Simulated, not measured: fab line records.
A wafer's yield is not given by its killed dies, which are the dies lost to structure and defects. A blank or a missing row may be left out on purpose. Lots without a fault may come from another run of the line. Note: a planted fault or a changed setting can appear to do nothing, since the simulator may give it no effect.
Chamber matching | flow n5Finfet | rieDiel-04 running N5_HKMG_FIN_ETCH_58: 4 sister chambers
The step etches SOC in N2/H2, target depth 215.8 nm, time 741 s. 4 wafers are shown with their chamber, then 10 later ones without.

## WAFERS WITH THEIR CHAMBER
wafer  | chamber | showerheadPlenumPTorr (Torr)
L080.6 | 2       | 2.60
L083.1 | 1       | 2.49
L085.2 | 3       | 2.59
L085.3 | 0       | 2.42

## WAFERS WITH NO CHAMBER GIVEN
wafer  | showerheadPlenumPTorr (Torr)
L085.4 | 2.48
L087.2 | 2.59
L087.4 | 2.59
L087.5 | 2.59
L088.1 | 2.42
L088.2 | 2.48
L088.3 | 2.58
L088.4 | 2.59
L088.5 | 2.59
L088.6 | 2.58

## THE CHAMBER EACH PASSED THROUGH
wafer  | from the rows above     | in truth
L085.4 | 1                       | 1
L087.2 | can't be placed: 3 or 2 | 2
L087.4 | can't be placed: 3 or 2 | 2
L087.5 | can't be placed: 3 or 2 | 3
L088.1 | 0                       | 0
L088.2 | 1                       | 1
L088.3 | can't be placed: 3 or 2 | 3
L088.4 | can't be placed: 3 or 2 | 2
L088.5 | can't be placed: 3 or 2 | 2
L088.6 | can't be placed: 3 or 2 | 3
Correctly placed: 3 of 10. Cannot be placed on the basis of these rows: 7; the candidates contain the true chamber in 7. Number placed wrongly: 0.
How it was worked out, from the rows above alone: a wafer's distance from a chamber is the root of the sum, over the readings, of the square of ((its reading less the chamber's mean) divided by the reading's scatter). The wafer belongs to the nearest chamber; if the next one is less than 2 further off, it can't be placed. Each chamber's mean is taken over the wafers shown for it. The scatter (one wafer shown for each chamber): square how far every hidden wafer sits from the nearest shown wafer, average those squares and take the square root.
